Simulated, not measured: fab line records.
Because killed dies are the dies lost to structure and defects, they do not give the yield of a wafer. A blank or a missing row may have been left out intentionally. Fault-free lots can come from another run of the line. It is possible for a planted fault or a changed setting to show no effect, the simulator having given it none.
Split-lot trial || flow n5 finfet || on a route of 1938 steps: 7 lots, 21 wafers read

THE SPLIT
At N5_BEOL_M6_ETCH_66 (etches SOC in N2/H2, target depth 80 nm, overetch 16 nm, time 120 s), the setting bias w was moved away from the recipe's 150 W on 4 of the 21 wafers read, by -8.9% to -5.9%. The other wafers ran this setting at the recipe's value.

The reading comes from the split's own step.

THE READING
rf vpp V, in V, at N5_BEOL_M6_ETCH_66 (etches SOC in N2/H2, target depth 80 nm, overetch 16 nm, time 120 s). A value of 524.0 V with a standard deviation of 2.1 V is what fault-free wafers of this fab line usually give.

{"wafer": "L076.1", "tool, chamber at the split": "rie diel-05, 3", "bias w as run, W": 150, "against the recipe": "recipe", "rf vpp V, V": 521.0, "against lot-mates on the recipe": "-"}
{"wafer": "L076.2", "tool, chamber at the split": "rie diel-05, 2", "bias w as run, W": 136.7, "against the recipe": "-8.9%", "rf vpp V, V": 496.3, "against lot-mates on the recipe": -24.7}
{"wafer": "L076.6", "tool, chamber at the split": "rie diel-05, 1", "bias w as run, W": 136.7, "against the recipe": "-8.9%", "rf vpp V, V": 494.3, "against lot-mates on the recipe": -26.7}
{"wafer": "L082.2", "tool, chamber at the split": "rie diel-05, 2", "bias w as run, W": 150, "against the recipe": "recipe", "rf vpp V, V": 527.4, "against lot-mates on the recipe": "-"}
{"wafer": "L082.3", "tool, chamber at the split": "rie diel-05, 3", "bias w as run, W": 150, "against the recipe": "recipe", "rf vpp V, V": 520.9, "against lot-mates on the recipe": "-"}
{"wafer": "L082.4", "tool, chamber at the split": "rie diel-05, 1", "bias w as run, W": 150, "against the recipe": "recipe", "rf vpp V, V": 523.3, "against lot-mates on the recipe": "-"}
{"wafer": "L089.2", "tool, chamber at the split": "rie diel-05, 3", "bias w as run, W": 150, "against the recipe": "recipe", "rf vpp V, V": 521.3, "against lot-mates on the recipe": "-"}
{"wafer": "L089.3", "tool, chamber at the split": "rie diel-05, 0", "bias w as run, W": 150, "against the recipe": "recipe", "rf vpp V, V": 526.3, "against lot-mates on the recipe": "-"}
{"wafer": "L089.5", "tool, chamber at the split": "rie diel-05, 3", "bias w as run, W": 150, "against the recipe": "recipe", "rf vpp V, V": 522.5, "against lot-mates on the recipe": "-"}
{"wafer": "L087.2", "tool, chamber at the split": "rie diel-05, 3", "bias w as run, W": 150, "against the recipe": "recipe", "rf vpp V, V": 522.4, "against lot-mates on the recipe": "-"}
{"wafer": "L087.3", "tool, chamber at the split": "rie diel-05, 1", "bias w as run, W": 150, "against the recipe": "recipe", "rf vpp V, V": 524.2, "against lot-mates on the recipe": "-"}
{"wafer": "L087.6", "tool, chamber at the split": "rie diel-05, 0", "bias w as run, W": 150, "against the recipe": "recipe", "rf vpp V, V": 527.7, "against lot-mates on the recipe": "-"}
{"wafer": "L092.1", "tool, chamber at the split": "rie diel-01, 3", "bias w as run, W": 150, "against the recipe": "recipe", "rf vpp V, V": 524.5, "against lot-mates on the recipe": "-"}
{"wafer": "L092.3", "tool, chamber at the split": "rie diel-01, 0", "bias w as run, W": 150, "against the recipe": "recipe", "rf vpp V, V": 521.1, "against lot-mates on the recipe": "-"}
{"wafer": "L092.6", "tool, chamber at the split": "rie diel-01, 0", "bias w as run, W": 150, "against the recipe": "recipe", "rf vpp V, V": 521.3, "against lot-mates on the recipe": "-"}
{"wafer": "L094.1", "tool, chamber at the split": "rie diel-04, 0", "bias w as run, W": 150, "against the recipe": "recipe", "rf vpp V, V": 524.7, "against lot-mates on the recipe": "-"}
{"wafer": "L094.3", "tool, chamber at the split": "rie diel-04, 3", "bias w as run, W": 141.2, "against the recipe": "-5.9%", "rf vpp V, V": 505.5, "against lot-mates on the recipe": -19.2}
{"wafer": "L094.4", "tool, chamber at the split": "rie diel-04, 1", "bias w as run, W": 141.2, "against the recipe": "-5.9%", "rf vpp V, V": 502.3, "against lot-mates on the recipe": -22.4}
{"wafer": "L097.1", "tool, chamber at the split": "rie diel-01, 1", "bias w as run, W": 150, "against the recipe": "recipe", "rf vpp V, V": 521.8, "against lot-mates on the recipe": "-"}
{"wafer": "L097.3", "tool, chamber at the split": "rie diel-01, 3", "bias w as run, W": 150, "against the recipe": "recipe", "rf vpp V, V": 523.4, "against lot-mates on the recipe": "-"}
{"wafer": "L097.5", "tool, chamber at the split": "rie diel-01, 2", "bias w as run, W": 150, "against the recipe": "recipe", "rf vpp V, V": 524.1, "against lot-mates on the recipe": "-"}

THE FIT
A straight line over all 21 wafers: rf vpp V changes by +3.21 V for each +1% of bias w; r = +0.98; the points scatter about the line by 2.1 V.
The same after taking each lot's own level away (the mean of its wafers on the recipe; 21 wafers): +3.08 V for each +1%; r = +0.98; scatter 2.1 V.
The reading moves by 27 V for the largest change in bias w, on that fit.
Measured against the standard deviation above, the lots' own levels, which go from 521.00 to 524.77 V, span 1.8 times it.
So the lot-to-lot level changes the slope little: the two slopes agree.
Check: for one of the wafers moved furthest among these (-8.9%), held out of the fit, the line's prediction against its lot-mates is -28.9 V. Against them it came out at -24.7 V.
Tool readings at the split's step, against how far the setting was moved: rf vpp V r = +0.98.

OTHER SPLITS ON THESE WAFERS
Note: prior to the reading, these wafers also went through further splits. Each is held against what the fit with the lots' levels taken away leaves over:
{"other split on the same wafers": "N5_BEOL_M3_COAT_05 spin rpm", "wafers away from the commonest value": 9, "r with rf vpp V (lot level and that fit taken away)": "+0.09"}
{"other split on the same wafers": "N5_BEOL_M5_ETCH_68 bias w", "wafers away from the commonest value": 3, "r with rf vpp V (lot level and that fit taken away)": "+0.27"}
{"other split on the same wafers": "N5_BEOL_M5_TRENCH_ETCH_37 bias w", "wafers away from the commonest value": 3, "r with rf vpp V (lot level and that fit taken away)": "+0.35"}
{"other split on the same wafers": "N5_BEOL_M6_EXPOSE_25 dose mj", "wafers away from the commonest value": 3, "r with rf vpp V (lot level and that fit taken away)": -0.34}

THE WHOLE CHAIN: every reading that the file lists as answering this split, in the file's order
{"step": "N5_BEOL_M6_ETCH_66", "what it does": "etches SOC in N2/H2, target depth 80 nm, overetch 16 nm, time 120 s", "reading": "rf vpp V", "change (the file's fit)": "+3.09 V for each +1% of the setting", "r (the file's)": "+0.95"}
{"step": "N5_BEOL_M6_ETCH_66", "what it does": "etches SOC in N2/H2, target depth 80 nm, overetch 16 nm, time 120 s", "reading": "SiARC_of_BEOL_M6_COAT_64.thk nm (the simulator's own value, which no gauge read)", "change (the file's fit)": "-0.0678 nm for each +1% of the setting", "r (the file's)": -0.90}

THE FILE'S OWN FIT
rf vpp V changes by +3.09 V for each +1% of bias w, r = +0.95.
